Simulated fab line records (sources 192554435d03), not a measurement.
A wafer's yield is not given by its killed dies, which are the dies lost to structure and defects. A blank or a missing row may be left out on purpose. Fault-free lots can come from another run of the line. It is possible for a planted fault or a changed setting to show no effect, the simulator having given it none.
A struck lot beside a sound one + flow n5-finfet + 36 steps out of a route of 1938
Sound: the wafers L589.3, L589.4, L589.5. Struck: wafer L587.5 (L587.1, L587.3, from the same lot, were not struck and are left out); the cause is given at the end.
For every step that has rows: the tool of each side, followed by ch and its chambers, followed by its first start. Under that, the readings that differ: sound wafers + struck wafers + difference of the means + sigmas: that difference in standard deviations of wafers without a fault.
alike: readings with means less than 2 such deviations apart, plus words and numbers identical on both sides. not compared: withheld readings, readings lacking a value on some wafer, bounds such as >300 that could conceal the same value, and numbers that have no deviation in the record and whose values overlap.
A row with sigmas, a row that says differs or no value, or rows on one side alone: a step with any of these is where the two part. When numbers do not overlap yet have no deviation, they are printed without sigmas and do not part them. A reading missing from all wafers of one side parts the sides only when that side holds two or more wafers.

first, 9 steps without rows for these wafers: N5_BEOL_M4_ANNEAL_95 (time 240 s); N5_BEOL_M4_SPUTTER_96 (material Cu, target thk 4.5 nm, time 8.29 s); N5_BEOL_M4_ECD_50 (material Cu, target thk 300 nm); N5_BEOL_M4_ANNEAL_51 (time 90 s); N5_BEOL_M4_CMP_52 (polishes, stops on SiOC, t overpolish 6.8 s, target thk 40 nm); N5_BEOL_M4_PRE_CLEAN_60 (time 15 s); N5_BEOL_M4_CO_CAP_55 (material Co, precursor CCTBA/H2, target thk 2 nm, time 102.1 s); N5_BEOL_M4_PRE_CLEAN_56 (time 15 s); N5_BEOL_M4_DEP_57 (deposits SiCN from 3MS/NH3, target thk 8 nm, time 14 s).
N5_BEOL_M4_RC_MEAS_101:
  sound on prober-02 ch 0, day 12 14:14; struck on prober-02 ch 0, day 13 11:52
| reading       | sound          | struck | difference | sigmas |
|---------------|----------------|--------|------------|--------|
| SS_N (mV/dec) | 70.9 73.8 73.5 | 71.0   | -1.7       | -2     |
  alike: DIBL_N, DIBL_P, IOFF_N, IOFF_P, ION_N, ION_P, SS_P, VT_N, VT_P
then, 24 steps without rows for these wafers: N5_BEOL_M5_ILD_DEP_00 (deposits SiCOH lowk from DEMS/porogen, target thk 140.64 nm, time 25.9 s); N5_BEOL_M5_CURE_79 (cures SiCOH lowk, time 240 s); N5_BEOL_M5_PECVD_70 (deposits SiO2 from TEOS/O2, target thk 16 nm, time 18 s); N5_BEOL_M5_HM_DEP_02 (deposits TiN, target thk 20 nm); N5_BEOL_M5_COAT_59 (time 60 s, resist thk 60 nm); N5_BEOL_M5_COAT_60 (time 60 s, resist thk 12 nm); N5_BEOL_M5_COAT_71 (time 60 s, resist thk 5 nm); N5_BEOL_M5_COAT_05 (resist thk 30 nm); N5_BEOL_M5_EBR_07; N5_BEOL_M5_SOFTBAKE_06 (time 60 s); N5_BEOL_M5_EXPOSE_08 (exposes mask M5, target cd 28 nm); N5_BEOL_M5_PEB_09 (peb time 60 s); N5_BEOL_M5_DEVELOP_10 (develop time 30 s); N5_BEOL_M5_DESCUM_16 (chemistry O2, time 7 s); N5_BEOL_M5_ETCH_72 (etches underlayer in N2/H2, target depth 6.5 nm, time 5.2 s); N5_BEOL_M5_ETCH_61 (etches SiARC in CF4, target depth 15.6 nm, time 26 s); N5_BEOL_M5_ETCH_62 (etches SOC in N2/H2, target depth 75 nm, overetch 15 nm, time 112.5 s); N5_BEOL_M5_STRIP_63 (strips in N2/H2); N5_BEOL_M5_STRIP_73 (strips in N2/H2); N5_BEOL_M5_STRIP_64 (strips in CF4); N5_BEOL_M5_HM_OPEN_17 (chemistry Cl2/BCl3, target TiN, target depth 20 nm, overetch 6 nm); N5_BEOL_M5_STRIP_19 (strips in O2); N5_BEOL_M5_COAT_65 (time 60 s, resist thk 60 nm); N5_BEOL_M5_COAT_66 (time 60 s, resist thk 12 nm).
-- a jump in the record: the struck wafers' starts before and after are 4 days apart (it breaks off in module BEOL_M5 and resumes in module MIM_TOP_ETCH, where the first step shown is number 1851 of the route) --
N5_MIM_TOP_ETCH_ETCH_00: etches TiN in Cl2/BCl3, target depth 38.5 nm.
  sound on rie-metal-03 ch 0,1, day 17 01:54; struck on rie-metal-03 ch 0, day 17 23:17
| reading                                  | sound             | struck | difference | sigmas |
|------------------------------------------|-------------------|--------|------------|--------|
| model.etch.depth-nm (nm)                 | 37.04 40.05 37.13 | 28.71  | -9.36      |        |
| model.MIM_TOP_ETCH.feature-depth-nm (nm) | 37 40 37.2        | 28.8   | -9.3       |        |
| model.MIM_TOP_ETCH.cd-offset-nm (nm)     | 0 0 0             | 0.4    | +0.4       |        |
  alike: bias-w, drypump-motor-current-A, oes-product-au, throttle-valve-pct
  not compared: rf-hours-counter-h
N5_PASSIVATION_PROBE_49:
  record: rows for the struck wafers here (prober-02, day 18 11:47), none for the sound ones

== WHERE THEY PART ==
At N5_BEOL_M4_RC_MEAS_101 first; at N5_PASSIVATION_PROBE_49 last (within this record only).

WHY: what had been put in by the simulator
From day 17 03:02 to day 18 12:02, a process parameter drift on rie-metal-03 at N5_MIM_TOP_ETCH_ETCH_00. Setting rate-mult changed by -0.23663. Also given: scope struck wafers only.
